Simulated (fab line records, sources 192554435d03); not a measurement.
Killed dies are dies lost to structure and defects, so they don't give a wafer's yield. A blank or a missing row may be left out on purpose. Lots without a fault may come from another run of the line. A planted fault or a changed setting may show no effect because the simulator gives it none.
Chamber matching | flow n5_finfet | N5_GATE_CUT_SAC_CAP_01 on ald_sin-02: 4 sister chambers
The step material SiNx, target thk 24 nm, pulse time 1 s, ald cycles 480. 18 wafers are shown with their chamber, then 9 later ones without.

WAFERS WITH THEIR CHAMBER
wafer  | chamber | heater_power_w (W) | precursor_pulse_height_rel
L074.4 | 3       | 974                | 1.005
L074.5 | 3       | 973                | 1.025
L074.6 | 2       | 817                | 0.999
L075.1 | 2       | 858                | 1.034
L075.2 | 0       | 892                | 0.990
L075.6 | 2       | 837                | 0.994
L079.1 | 3       | 965                | 0.993
L079.2 | 2       | 865                | 1.005
L079.3 | 1       | 736                | 0.990
L079.4 | 0       | 804                | 0.975
L079.5 | 2       | 853                | 0.993
L079.6 | 1       | 737                | 1.002
L082.1 | 0       | 797                | 1.002
L082.2 | 1       | 724                | 1.009
L082.3 | 2       | 860                | 0.959
L085.1 | 3       | 940                | 1.038
L085.2 | 0       | 808                | 0.973
L085.3 | 2       | 836                | 0.988

SIGNATURES (means of the wafers above)
reading                    | chamber 0 | chamber 1 | chamber 2 | chamber 3 | scatter within a chamber
heater_power_w             | 825.25    | 732.33    | 846.57    | 963.00    | 24.8
precursor_pulse_height_rel | 0.98500   | 1.00033   | 0.99600   | 1.01525   | 0.0188
Rule: a wafer's distance from a chamber is the root of the sum, over the readings, of the square of ((its reading less the chamber's mean) divided by the reading's scatter). The wafer belongs to the nearest chamber; if the next one is less than 2 further off, it can't be placed. The scatter: the root of (the sum of the squares of (reading less its chamber's mean) over the shown wafers, divided by (wafers less chambers)).

WAFERS WITHOUT THEIR CHAMBER
wafer  | heater_power_w (W) | precursor_pulse_height_rel
L085.4 | 749                | 0.981
L085.5 | 839                | 1.026
L085.6 | 939                | 1.009
L090.2 | 830                | 1.022
L090.4 | 814                | 1.016
L090.6 | 723                | 0.989
L092.2 | 820                | 1.057
L092.4 | 926                | 1.011
L092.6 | 932                | 1.021

WHICH CHAMBER EACH WENT THROUGH
wafer  | from the rows above          | in truth
L085.4 | can't be placed: 1 or 0      | 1
L085.5 | can't be placed: 2 or 0      | 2
L085.6 | 3                            | 3
L090.2 | can't be placed: 2 or 0      | 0
L090.4 | can't be placed: 2 or 0 or 1 | 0
L090.6 | 1                            | 1
L092.2 | can't be placed: 2 or 0 or 1 | 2
L092.4 | can't be placed: 3 or 2      | 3
L092.6 | 3                            | 3
Placed correctly: 3 of 9. Can't be placed from these rows: 6 (the true chamber is among the candidates in 6). Placed wrongly: 0.
